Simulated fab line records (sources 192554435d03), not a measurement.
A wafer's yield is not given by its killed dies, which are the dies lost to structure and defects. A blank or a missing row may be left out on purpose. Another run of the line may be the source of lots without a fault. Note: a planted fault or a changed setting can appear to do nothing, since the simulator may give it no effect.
fab line records	flow n5Finfet	part 1 of 2: steps 1 to 23 of 29
record lots=5	wafers=15	lastDay=16
route steps=1938 shown BEOL_M14@1725
lots that met no fault: taken from a fault-free run of the same line
startH: start of the lot's first displayed wafer, in hours after the record's first day	waitH: how many hours have passed since the lot's step before this one	" same as the row above	L1.1+2: one row covering several wafers at once	- no value, or no start given	* or withheld: withheld	< > ~ a bound
route shown NAME@n: NAME is a module with steps in the file, n the number in the route of the first one	usual: mean and standard deviation over wafers with no fault	same: alike in all rows	chamber/n: place in a boat	sites: each site's reading	_std_site: standard deviation across them	_edge_site: mean of outer sites minus mean of inner sites	radiusMm: for every site, how far away it sits from the centre of the wafer	mask NAME#n: copy n	behind: the last tool/chamber to shape the wafer	hold: reason for holding the lot/hours on hold/outcome of the hold	device: transistor that didn't switch, given as n, p or np	end of line: the route-end tests of the same wafers	step lacking rows: just its recipe	killed: not the wafer's yield, but the dies lost to structure and defects at the first sort	map: a wafer's dies, x killed, . not, _ none there
set.NAME: the run value of the setting; set.NAME@STEP: its run value at that earlier step	model.NAME: the simulator's own value behind a step, which no gauge read
a table for each step, a row for each wafer; lots at some steps of the route
services: the hour from which a tool's chamber was out of use, counted from the record's first day as startH (under 0 if before that day), plus the number of hours and why
## steps
# step N5_BEOL_M14_HARDBAKE_14
# recipe tempC=130	timeS=120
# usual heaterPowerTotalW=148.0/0.94
lot.wafer	tool	chamber	startH	waitH	heaterPowerTotalW
L074.1	lithoTrack-03	0	-	-	147.3
L074.2	"	0	"	"	147.5
L074.4	"	0	"	"	148.6
L079.1	lithoTrack-03	0	-	-	148.0
L079.4	"	0	"	"	147.9
L079.5	"	0	"	"	148.8
L086.1	lithoTrack-01	0	-	-	149.1
L086.3	"	0	"	"	149.1
L086.6	"	0	"	"	146.3
L090.3	lithoTrack-01	0	-	-	148.6
L090.4	"	0	"	"	149.4
L090.5	"	0	"	"	149.3
L095.1	lithoTrack-03	0	-	-	148.9
L095.4	"	0	"	"	148.6
L095.6	"	0	"	"	147.3
# step N5_BEOL_M14_CD_MEAS_10
# recipe targetCdNm=250	landingEnergyEv=500	detector=seInlens	polarity=opening
# usual cdNm=249.1/1.3
lot.wafer	tool	chamber	startH	waitH	cdNm
L074.1	cdSem-02	0	260.57	-	248.4
L074.2	"	0	"	"	248.4
L074.4	"	0	"	"	249.0
L079.1	cdSem-03	0	271.05	-	249.5
L079.4	"	0	"	"	247.9
L079.5	"	0	"	"	248.3
L086.1	cdSem-01	0	334.85	-	248.6
L086.3	"	0	"	"	248.7
L086.6	"	0	"	"	248.9
L090.3	cdSem-02	0	335.16	-	249.8
L090.4	"	0	"	"	250.1
L090.5	"	0	"	"	251.0
L095.1	cdSem-01	0	363.18	-	249.9
L095.4	"	0	"	"	250.0
L095.6	"	0	"	"	250.0
# step N5_BEOL_M14_OVL_MEAS_11
# recipe pointsPerWafer=44
# usual V13_OVL=6/6.8
lot.wafer	tool	chamber	startH	waitH	V13_OVL[nm]
L074.1	overlay-02	0	260.60	0.0	5
L074.2	"	0	"	"	3
L074.4	"	0	"	"	4
L079.1	overlay-01	0	271.08	0.0	-7
L079.4	"	0	"	"	-5
L079.5	"	0	"	"	-2
L086.1	overlay-02	0	334.88	0.0	2
L086.3	"	0	"	"	-1
L086.6	"	0	"	"	8
L090.3	overlay-02	0	335.19	0.0	7
L090.4	"	0	"	"	12
L090.5	"	0	"	"	2
L095.1	overlay-01	0	363.21	0.0	1
L095.4	"	0	"	"	4
L095.6	"	0	"	"	-4
# step N5_BEOL_M14_INSPECT_12
# recipe mode=adi	inspectInstrument=macro
# usual rawDefectCount=2.0/1.4
lot.wafer	tool	chamber	startH	waitH	rawDefectCount
L074.1	defectInspect-02	-	260.63	0.0	0
L074.2	"	-	"	"	2
L074.4	"	-	"	"	2
L079.1	defectInspect-02	-	271.10	0.0	4
L079.4	"	-	"	"	2
L079.5	"	-	"	"	2
L086.1	defectInspect-01	-	334.90	0.0	2
L086.3	"	-	"	"	1
L086.6	"	-	"	"	2
L090.3	defectInspect-02	-	335.21	0.0	2
L090.4	"	-	"	"	0
L090.5	"	-	"	"	2
L095.1	defectInspect-01	-	363.24	0.0	2
L095.4	"	-	"	"	3
L095.6	"	-	"	"	3
# step N5_BEOL_M14_DESCUM_15
# recipe chemistry=O2	timeS=7.9	sourcePowerW=50	biasPowerW=20	pressureMtorr=20	rfFrequencyHz=2.712e+07	tempC=40	o2FlowSccm=225
# usual drypumpMotorCurrentA=5.8/0.46	oesProductAu=0.79/0.085	rfVppV=243.3/1.5	showerheadPlenumPTorr=2.10/0.077	throttleValvePct=20.28/0.22
lot.wafer	tool	chamber	startH	waitH	drypumpMotorCurrentA	oesProductAu	rfHoursCounterH	rfVppV	showerheadPlenumPTorr	throttleValvePct
L074.1	rieDiel-05	1	260.66	0.0	6.1	0.92	14	242.9	2.05	20.16
L074.2	"	2	"	"	6.3	0.69	221	241.2	2.07	20.60
L074.4	"	3	"	"	5.4	0.71	219	242.1	2.06	20.57
L079.1	rieDiel-01	0	271.14	0.0	5.5	0.90	28	244.9	2.13	19.84
L079.4	"	1	"	"	6.1	0.70	227	241.7	1.98	20.32
L079.5	"	1	"	"	6.1	0.69	-	239.9	1.98	20.31
L086.1	rieDiel-03	1	334.94	0.0	5.7	0.74	157	243.5	2.18	20.14
L086.3	"	3	"	"	6.3	0.74	184	242.4	1.99	20.39
L086.6	"	3	"	"	6.3	0.73	-	241.8	1.99	20.37
L090.3	rieDiel-05	0	335.27	0.1	5.2	0.89	18	243.7	2.14	20.22
L090.4	"	1	"	"	6.2	0.87	-	242.8	2.04	20.20
L090.5	"	0	"	"	5.2	0.91	-	243.5	2.14	20.20
L095.1	rieDiel-05	2	363.27	0.0	6.3	0.95	4	242.5	2.06	20.29
L095.4	"	0	"	"	5.2	0.87	-	243.0	2.14	20.25
L095.6	"	2	"	"	6.3	0.94	-	243.3	2.06	20.29
# step N5_BEOL_M14_ETCH_59
# recipe chemistry=N2/H2	target=BARC	targetDepthA=890	overetchA=267	timeS=67.9	ionEnergyEv=200	pressureMtorr=30	sourceW=840	biasW=150	n2FlowSccm=200	h2FlowSccm=200
# usual drypumpMotorCurrentA=5.8/0.47	h2FlowSccm=199.9/0.6	oesProductAu=0.68/0.069	rfVppV=523.9/2.7	showerheadPlenumPTorr=2.55/0.093	throttleValvePct=17.73/0.25
lot.wafer	tool	chamber	startH	waitH	drypumpMotorCurrentA	h2FlowSccm	oesProductAu	rfHoursCounterH	rfVppV	showerheadPlenumPTorr	throttleValvePct
L074.1	rieDiel-05	1	260.70	0.0	6.2	200.5	0.79	14	523.7	2.49	17.67
L074.2	"	2	"	"	6.3	199.9	0.60	221	522.2	2.52	18.10
L074.4	"	3	"	"	5.4	200.4	0.61	219	523.2	2.52	18.11
L079.1	rieDiel-01	0	271.17	0.0	5.5	199.5	0.77	28	525.0	2.60	17.28
L079.4	"	1	"	"	6.1	199.1	0.60	227	521.6	2.41	17.76
L079.5	"	1	"	"	6.1	199.8	0.59	-	519.8	2.41	17.75
L086.1	rieDiel-03	1	334.97	0.0	5.7	200.1	0.64	157	526.8	2.64	17.50
L086.3	"	3	"	"	6.3	199.3	0.63	184	519.7	2.42	17.78
L086.6	"	3	"	"	6.3	199.6	0.63	-	520.6	2.42	17.78
L090.3	rieDiel-05	0	335.30	0.0	5.2	199.2	0.77	18	524.8	2.59	17.63
L090.4	"	1	"	"	6.2	199.8	0.74	-	520.4	2.48	17.74
L090.5	"	0	"	"	5.2	198.9	0.76	-	526.0	2.59	17.62
L095.1	rieDiel-05	2	363.31	0.0	6.3	200.8	0.82	4	523.3	2.50	17.72
L095.4	"	0	"	"	5.2	200.2	0.75	-	527.1	2.59	17.65
L095.6	"	2	"	"	6.3	200.7	0.81	-	521.9	2.50	17.74
# step N5_BEOL_M14_VIA_ETCH_16
# recipe chemistry=C4F8/O2/Ar	target=SiO2	heInnerTorr=15	heOuterTorr=30	targetDepthA=12313	timeS=withheld	ionEnergyEv=800	pressureMtorr=20	sourceW=1905	biasW=2040	Ar_flow_sccm=400	C4F8_flow_sccm=16	O2_flow_sccm=12	ends=cleared
# usual drypumpMotorCurrentA=5.8/0.47	oesProductAu=0.71/0.077	rfVppV=2213/19	showerheadPlenumPTorr=3.44/0.12	throttleValvePct=30.70/0.23
lot.wafer	tool	chamber	startH	waitH	drypumpMotorCurrentA	oesProductAu	rfVppV	showerheadPlenumPTorr	throttleValvePct
L074.1	rieDiel-05	1	260.75	0.0	6.2	0.83	2200	3.36	30.64
L074.2	"	2	"	"	6.3	0.61	2192	3.41	31.03
L074.4	"	3	"	"	5.3	0.63	2200	3.40	31.00
L079.1	rieDiel-01	0	271.22	0.0	5.5	0.81	2242	3.50	30.19
L079.4	"	1	"	"	6.1	0.62	2205	3.28	30.67
L079.5	"	1	"	"	6.1	0.62	2205	3.28	30.67
L086.1	rieDiel-03	1	335.02	0.0	5.7	0.67	2225	3.58	30.58
L086.3	"	3	"	"	6.3	0.66	2206	3.29	30.74
L086.6	"	3	"	"	6.3	0.67	2205	3.29	30.75
L090.3	rieDiel-05	0	335.35	0.0	5.2	0.81	2211	3.50	30.66
L090.4	"	1	"	"	6.1	0.78	2197	3.35	30.68
L090.5	"	0	"	"	5.2	0.81	2210	3.51	30.69
L095.1	rieDiel-05	2	363.36	0.0	6.3	0.85	2190	3.39	30.86
L095.4	"	0	"	"	5.2	0.79	2212	3.50	30.69
L095.6	"	2	"	"	6.3	0.85	2190	3.39	30.85
# step N5_BEOL_M14_STRIP_63
# recipe chemistry=O2	powerW=600	tempC=60	pressureMtorr=30	rfFrequencyHz=6e+07	biasPowerW=0	overashFraction=0.3	o2FlowSccm=225
# usual drypumpMotorCurrentA=5.8/0.47	oesProductAu=0.79/0.084	rfVppV=3.7/0.87	showerheadPlenumPTorr=2.10/0.077	throttleValvePct=16.54/0.22
lot.wafer	tool	chamber	startH	waitH	drypumpMotorCurrentA	oesProductAu	rfHoursCounterH	rfVppV	showerheadPlenumPTorr	throttleValvePct
L074.1	rieDiel-05	1	-	-	6.1	0.92	15	5.2	2.05	16.38
L074.2	"	2	"	"	6.3	0.69	221	3.8	2.07	16.84
L074.4	"	3	"	"	5.4	0.71	219	4.3	2.07	16.85
L079.1	rieDiel-01	0	-	-	5.5	0.91	28	2.8	2.14	16.13
L079.4	"	1	"	"	6.1	0.69	227	4.3	1.98	16.65
L079.5	"	1	"	"	6.1	0.70	-	4.7	1.98	16.61
L086.1	rieDiel-03	1	-	-	5.7	0.74	157	3.7	2.19	16.42
L086.3	"	3	"	"	6.3	0.73	184	3.2	2.00	16.67
L086.6	"	3	"	"	6.3	0.74	-	3.8	2.00	16.65
L090.3	rieDiel-05	0	-	-	5.2	0.91	19	3.6	2.15	16.42
L090.4	"	1	"	"	6.1	0.87	-	6.0	2.04	16.41
L090.5	"	0	"	"	5.2	0.90	-	4.7	2.15	16.43
L095.1	rieDiel-05	2	-	-	6.3	0.95	4	3.5	2.06	16.48
L095.4	"	0	"	"	5.2	0.87	-	3.6	2.14	16.47
L095.6	"	2	"	"	6.3	0.96	-	4.0	2.06	16.44
# step N5_BEOL_M14_STRIP_64
# recipe chemistry=O2	powerW=600	tempC=60	pressureMtorr=30	rfFrequencyHz=6e+07	biasPowerW=0	overashFraction=0.3	o2FlowSccm=225
# usual drypumpMotorCurrentA=5.8/0.46	oesProductAu=0.79/0.085	rfVppV=3.7/0.49	showerheadPlenumPTorr=2.10/0.077	throttleValvePct=16.54/0.22
lot.wafer	tool	chamber	startH	waitH	drypumpMotorCurrentA	oesProductAu	rfHoursCounterH	rfVppV	showerheadPlenumPTorr	throttleValvePct
L074.1	rieDiel-05	1	-	-	6.1	0.93	15	3.5	2.05	16.38
L074.2	"	2	"	"	6.3	0.69	221	2.8	2.07	16.85
L074.4	"	3	"	"	5.4	0.71	219	3.3	2.07	16.85
L079.1	rieDiel-01	0	-	-	5.5	0.91	28	3.1	2.14	16.09
L079.4	"	1	"	"	6.1	0.70	227	3.2	1.98	16.63
L079.5	"	1	"	"	6.1	0.70	-	3.6	1.98	16.63
L086.1	rieDiel-03	1	-	-	5.7	0.74	158	3.9	2.18	16.44
L086.3	"	3	"	"	6.3	0.73	184	3.7	2.00	16.67
L086.6	"	3	"	"	6.3	0.73	-	3.4	2.00	16.66
L090.3	rieDiel-05	0	-	-	5.2	0.90	19	3.6	2.15	16.41
L090.4	"	1	"	"	6.2	0.86	-	3.8	2.04	16.44
L090.5	"	0	"	"	5.2	0.90	-	4.0	2.15	16.42
L095.1	rieDiel-05	2	-	-	6.3	0.95	4	3.5	2.06	16.47
L095.4	"	0	"	"	5.2	0.87	-	3.0	2.14	16.44
L095.6	"	2	"	"	6.3	0.95	-	4.1	2.06	16.47
# step N5_BEOL_M14_STRIP_71
# recipe chemistry=postEtchResidueRemover	timeS=60	tempC=25	removerPh=withheld	removerWaterWtPct=withheld	removerFluorideWtPct=withheld
lot.wafer	tool	chamber	startH	waitH
L074.1+2+4	wetBench-03	1,7,3	261.04	-
L079.1+4+5	wetBench-02	5,6,3	271.51	-
L086.1+3+6	wetBench-04	3,6,1	335.31	-
L090.3+4+5	wetBench-03	4,6,5	335.64	-
L095.1+4+6	wetBench-03	6,5,4	363.65	-
# step N5_BEOL_M14_SRD_72
# recipe timeS=30	tempC=23	rinseLiquid=diw	dry=n2Spin	spinRpm=1500	dryTimeS=30
lot.wafer	tool	chamber	startH	waitH
L074.1+2+4	wetBench-03	1,7,3	261.06	0.0
L079.1+4+5	wetBench-02	5,6,3	271.53	0.0
L086.1+3+6	wetBench-04	3,6,1	335.33	0.0
L090.3+4+5	wetBench-03	4,6,5	335.66	0.0
L095.1+4+6	wetBench-03	6,5,4	363.67	0.0
# step N5_BEOL_M14_CD_MEAS_17
# recipe targetCdNm=250	polarity=opening
# usual cdNm=249.7/1.3
lot.wafer	tool	chamber	startH	waitH	cdNm
L074.1	cdSem-03	-	261.10	0.0	249.1
L074.2	"	-	"	"	248.7
L074.4	"	-	"	"	250.3
L079.1	cdSem-03	-	271.58	0.0	250.1
L079.4	"	-	"	"	247.7
L079.5	"	-	"	"	248.0
L086.1	cdSem-02	-	335.37	0.0	249.3
L086.3	"	-	"	"	247.7
L086.6	"	-	"	"	249.4
L090.3	cdSem-01	-	335.70	0.0	250.6
L090.4	"	-	"	"	250.6
L090.5	"	-	"	"	252.7
L095.1	cdSem-03	-	363.71	0.0	249.8
L095.4	"	-	"	"	250.8
L095.6	"	-	"	"	250.2
# step N5_BEOL_M14_COAT_65
# recipe resist=SOC	tempC=250	timeS=60	spinRpm=1500	resistThkNm=450
# usual heaterPowerTotalW=500.3/1.8
lot.wafer	tool	chamber	startH	waitH	heaterPowerTotalW
L074.1	lithoTrack-01	0	261.13	0.0	500.5
L074.2	"	0	"	"	498.9
L074.4	"	0	"	"	499.0
L079.1	lithoTrack-03	0	271.61	0.0	499.0
L079.4	"	0	"	"	502.4
L079.5	"	0	"	"	501.5
L086.1	lithoTrack-03	0	335.41	0.0	502.0
L086.3	"	0	"	"	497.7
L086.6	"	0	"	"	502.3
L090.3	lithoTrack-01	0	335.74	0.0	501.6
L090.4	"	0	"	"	501.7
L090.5	"	0	"	"	497.9
L095.1	lithoTrack-05	0	363.74	0.0	497.4
L095.4	"	0	"	"	503.2
L095.6	"	0	"	"	499.8
# step N5_BEOL_M14_COAT_66
# recipe resist=SiARC	tempC=220	timeS=60	spinRpm=1500	resistThkNm=110
# usual heaterPowerTotalW=427.3/2
lot.wafer	tool	chamber	startH	waitH	heaterPowerTotalW
L074.1	lithoTrack-01	0	-	-	424.6
L074.2	"	0	"	"	424.4
L074.4	"	0	"	"	428.6
L079.1	lithoTrack-03	0	-	-	427.2
L079.4	"	0	"	"	427.4
L079.5	"	0	"	"	424.6
L086.1	lithoTrack-03	0	-	-	429.5
L086.3	"	0	"	"	426.4
L086.6	"	0	"	"	430.5
L090.3	lithoTrack-01	0	-	-	426.3
L090.4	"	0	"	"	429.1
L090.5	"	0	"	"	429.6
L095.1	lithoTrack-05	0	-	-	424.8
L095.4	"	0	"	"	427.2
L095.6	"	0	"	"	426.4
# step N5_BEOL_M14_COAT_22
# recipe spinRpm=2888	resistThkNm=300
lot.wafer	tool	chamber	startH	waitH
L074.1+2+4	lithoTrack-01	0	-	-
L079.1+4+5	lithoTrack-03	0	-	-
L086.1+3+6	lithoTrack-03	0	-	-
L090.3+4+5	lithoTrack-01	0	-	-
L095.1+4+6	lithoTrack-05	0	-	-
# step N5_BEOL_M14_EBR_24
# recipe solvent=PGMEA	ebrWidthMm=1.5
lot.wafer	tool	chamber	startH	waitH
L074.1+2+4	lithoTrack-01	0	-	-
L079.1+4+5	lithoTrack-03	0	-	-
L086.1+3+6	lithoTrack-03	0	-	-
L090.3+4+5	lithoTrack-01	0	-	-
L095.1+4+6	lithoTrack-05	0	-	-
# step N5_BEOL_M14_SOFTBAKE_23
# recipe tempC=130	timeS=60
# usual heaterPowerTotalW=218.7/1.5
lot.wafer	tool	chamber	startH	waitH	heaterPowerTotalW
L074.1	lithoTrack-01	0	-	-	219.3
L074.2	"	0	"	"	216.7
L074.4	"	0	"	"	221.2
L079.1	lithoTrack-03	0	-	-	216.4
L079.4	"	0	"	"	216.9
L079.5	"	0	"	"	220.0
L086.1	lithoTrack-03	0	-	-	217.1
L086.3	"	0	"	"	218.1
L086.6	"	0	"	"	218.6
L090.3	lithoTrack-01	0	-	-	217.3
L090.4	"	0	"	"	217.4
L090.5	"	0	"	"	220.4
L095.1	lithoTrack-05	0	-	-	219.0
L095.4	"	0	"	"	216.9
L095.6	"	0	"	"	217.0
# step N5_BEOL_M14_EXPOSE_25
# recipe maskId=M14	na=0.8	sourceShape=annular	sigmaInner=0.5	sigmaOuter=0.8	polarization=unpolarized	targetCdNm=280	doseMj=26.6
# usual reticleTempC=23.00/0.095
# same sigmaOuter=0.8
lot.wafer	tool	chamber	startH	waitH	mask	reticleTempC
L074.1	krfScanner-01	0	261.25	-	M14#0	23.09
L074.2	"	0	"	"	M14#0	23.06
L074.4	"	0	"	"	M14#0	23.20
L079.1	krfScanner-02	0	271.86	-	M14#0	22.98
L079.4	"	0	"	"	M14#0	22.95
L079.5	"	0	"	"	M14#0	23.11
L086.1	krfScanner-01	0	335.65	-	M14#0	22.92
L086.3	"	0	"	"	M14#0	22.86
L086.6	"	0	"	"	M14#0	22.90
L090.3	krfScanner-02	0	335.99	-	M14#0	23.11
L090.4	"	0	"	"	M14#0	22.99
L090.5	"	0	"	"	M14#0	22.90
L095.1	krfScanner-02	0	363.99	-	M14#0	23.02
L095.4	"	0	"	"	M14#0	23.11
L095.6	"	0	"	"	M14#0	22.92
# step N5_BEOL_M14_PEB_26
# recipe pebTempC=130	pebTimeS=90
# usual heaterPowerTotalW=172.5/0.82
lot.wafer	tool	chamber	startH	waitH	heaterPowerTotalW
L074.1	lithoTrack-01	0	261.31	0.1	172.2
L074.2	"	0	"	"	171.9
L074.4	"	0	"	"	171.9
L079.1	lithoTrack-03	0	271.91	0.1	171.6
L079.4	"	0	"	"	173.3
L079.5	"	0	"	"	172.3
L086.1	lithoTrack-03	0	335.71	0.1	172.0
L086.3	"	0	"	"	173.1
L086.6	"	0	"	"	173.0
L090.3	lithoTrack-05	0	336.04	0.0	173.1
L090.4	"	0	"	"	171.0
L090.5	"	0	"	"	173.6
L095.1	lithoTrack-05	0	364.04	0.1	173.8
L095.4	"	0	"	"	172.4
L095.6	"	0	"	"	172.1
# step N5_BEOL_M14_DEVELOP_27
# recipe developTimeS=45	rinseLiquid=diw	dry=airSpin	devTempC=21
# usual developerTempC=21.00/0.1
lot.wafer	tool	chamber	startH	waitH	developerTempC
L074.1	lithoTrack-01	0	-	-	20.92
L074.2	"	0	"	"	21.05
L074.4	"	0	"	"	20.81
L079.1	lithoTrack-03	0	-	-	20.86
L079.4	"	0	"	"	20.89
L079.5	"	0	"	"	20.92
L086.1	lithoTrack-03	0	-	-	20.90
L086.3	"	0	"	"	20.91
L086.6	"	0	"	"	20.98
L090.3	lithoTrack-05	0	-	-	20.94
L090.4	"	0	"	"	21.05
L090.5	"	0	"	"	20.87
L095.1	lithoTrack-05	0	-	-	20.84
L095.4	"	0	"	"	20.89
L095.6	"	0	"	"	20.92
# step N5_BEOL_M14_HARDBAKE_32
# recipe tempC=130	timeS=120
# usual heaterPowerTotalW=148.0/0.96
lot.wafer	tool	chamber	startH	waitH	heaterPowerTotalW
L074.1	lithoTrack-01	0	-	-	147.8
L074.2	"	0	"	"	146.4
L074.4	"	0	"	"	148.9
L079.1	lithoTrack-03	0	-	-	147.5
L079.4	"	0	"	"	148.3
L079.5	"	0	"	"	147.3
L086.1	lithoTrack-03	0	-	-	149.3
L086.3	"	0	"	"	146.6
L086.6	"	0	"	"	149.2
L090.3	lithoTrack-05	0	-	-	149.0
L090.4	"	0	"	"	148.2
L090.5	"	0	"	"	149.4
L095.1	lithoTrack-05	0	-	-	148.9
L095.4	"	0	"	"	149.1
L095.6	"	0	"	"	149.2
# step N5_BEOL_M14_CD_MEAS_28
# recipe targetCdNm=284.4	landingEnergyEv=500	detector=seInlens
# usual cdNm=284.1/1.6
lot.wafer	tool	chamber	startH	waitH	cdNm
L074.1	cdSem-03	0	261.42	-	280.9
L074.2	"	0	"	"	280.9
L074.4	"	0	"	"	281.6
L079.1	cdSem-03	0	272.03	-	284.3
L079.4	"	0	"	"	284.6
L079.5	"	0	"	"	285.0
L086.1	cdSem-01	0	335.82	-	284.9
L086.3	"	0	"	"	285.3
L086.6	"	0	"	"	283.3
L090.3	cdSem-02	0	336.16	-	282.5
L090.4	"	0	"	"	282.5
L090.5	"	0	"	"	282.6
L095.1	cdSem-02	0	364.16	-	284.2
L095.4	"	0	"	"	283.5
L095.6	"	0	"	"	285.0
# step N5_BEOL_M14_OVL_MEAS_29
# recipe pointsPerWafer=44
# usual M14_OVL=-5/5.1
lot.wafer	tool	chamber	startH	waitH	M14_OVL[nm]
L074.1	overlay-02	0	261.45	0.0	0
L074.2	"	0	"	"	2
L074.4	"	0	"	"	-5
L079.1	overlay-02	0	272.06	0.0	-5
L079.4	"	0	"	"	-12
L079.5	"	0	"	"	-1
L086.1	overlay-01	0	335.85	0.0	-7
L086.3	"	0	"	"	-2
L086.6	"	0	"	"	4
L090.3	overlay-02	0	336.19	0.0	-2
L090.4	"	0	"	"	-8
L090.5	"	0	"	"	-5
L095.1	overlay-01	0	364.19	0.0	-9
L095.4	"	0	"	"	-16
L095.6	"	0	"	"	-11
